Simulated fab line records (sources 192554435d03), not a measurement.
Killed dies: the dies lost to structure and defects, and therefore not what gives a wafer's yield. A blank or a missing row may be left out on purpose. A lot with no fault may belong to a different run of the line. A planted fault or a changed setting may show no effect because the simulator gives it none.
Chamber matching :: flow n5_finfet :: N5_BEOL_M1_STRIP_36 on rie_diel-01 has 4 sister chambers
The step strips in N2/H2. 8 wafers are shown with their chamber, then 7 later ones without.

WAFERS PAIRED WITH THEIR CHAMBERS
wafer: L077.1
chamber: 0
drypump_motor_current_A (A): 5.1
showerhead_plenum_p_Torr (Torr): 2.48

wafer: L077.4
chamber: 1
drypump_motor_current_A (A): 5.9
showerhead_plenum_p_Torr (Torr): 2.51

wafer: L080.2
chamber: 1
drypump_motor_current_A (A): 5.9
showerhead_plenum_p_Torr (Torr): 2.51

wafer: L082.1
chamber: 0
drypump_motor_current_A (A): 5.1
showerhead_plenum_p_Torr (Torr): 2.47

wafer: L082.3
chamber: 3
drypump_motor_current_A (A): 6.2
showerhead_plenum_p_Torr (Torr): 2.69

wafer: L082.6
chamber: 3
drypump_motor_current_A (A): 6.2
showerhead_plenum_p_Torr (Torr): 2.69

wafer: L084.1
chamber: 2
drypump_motor_current_A (A): 5.7
showerhead_plenum_p_Torr (Torr): 2.65

wafer: L084.5
chamber: 2
drypump_motor_current_A (A): 5.6
showerhead_plenum_p_Torr (Torr): 2.65

WAFERS WITH NO CHAMBER GIVEN
wafer: L084.6
drypump_motor_current_A (A): 6.2
showerhead_plenum_p_Torr (Torr): 2.69

wafer: L087.1
drypump_motor_current_A (A): 6.2
showerhead_plenum_p_Torr (Torr): 2.69

wafer: L087.3
drypump_motor_current_A (A): 5.6
showerhead_plenum_p_Torr (Torr): 2.64

wafer: L087.5
drypump_motor_current_A (A): 5.6
showerhead_plenum_p_Torr (Torr): 2.64

wafer: L095.1
drypump_motor_current_A (A): 6.2
showerhead_plenum_p_Torr (Torr): 2.68

wafer: L095.3
drypump_motor_current_A (A): 5.6
showerhead_plenum_p_Torr (Torr): 2.64

wafer: L095.6
drypump_motor_current_A (A): 6.3
showerhead_plenum_p_Torr (Torr): 2.68

CHAMBER TAKEN BY EACH
wafer: L084.6
from the rows above: 3
in truth: 3

wafer: L087.1
from the rows above: 3
in truth: 3

wafer: L087.3
from the rows above: 2
in truth: 2

wafer: L087.5
from the rows above: 2
in truth: 2

wafer: L095.1
from the rows above: 3
in truth: 3

wafer: L095.3
from the rows above: 2
in truth: 2

wafer: L095.6
from the rows above: 3
in truth: 3
Placed correctly: 7 of 7. Left unplaced by these rows: 0. 0 placed wrongly.
How it was worked out, from the rows above alone: a wafer's distance from a chamber is the root of the sum, over the readings, of the square of ((its reading less the chamber's mean) divided by the reading's scatter). If the next closest chamber is less than 2 further off than the closest, the wafer can't be placed; otherwise it belongs to the closest. A chamber's mean is the mean of its shown wafers. The scatter is the square root of a quotient: the sum, over the shown wafers, of each reading's squared deviation from its chamber's mean, divided by wafers minus chambers.
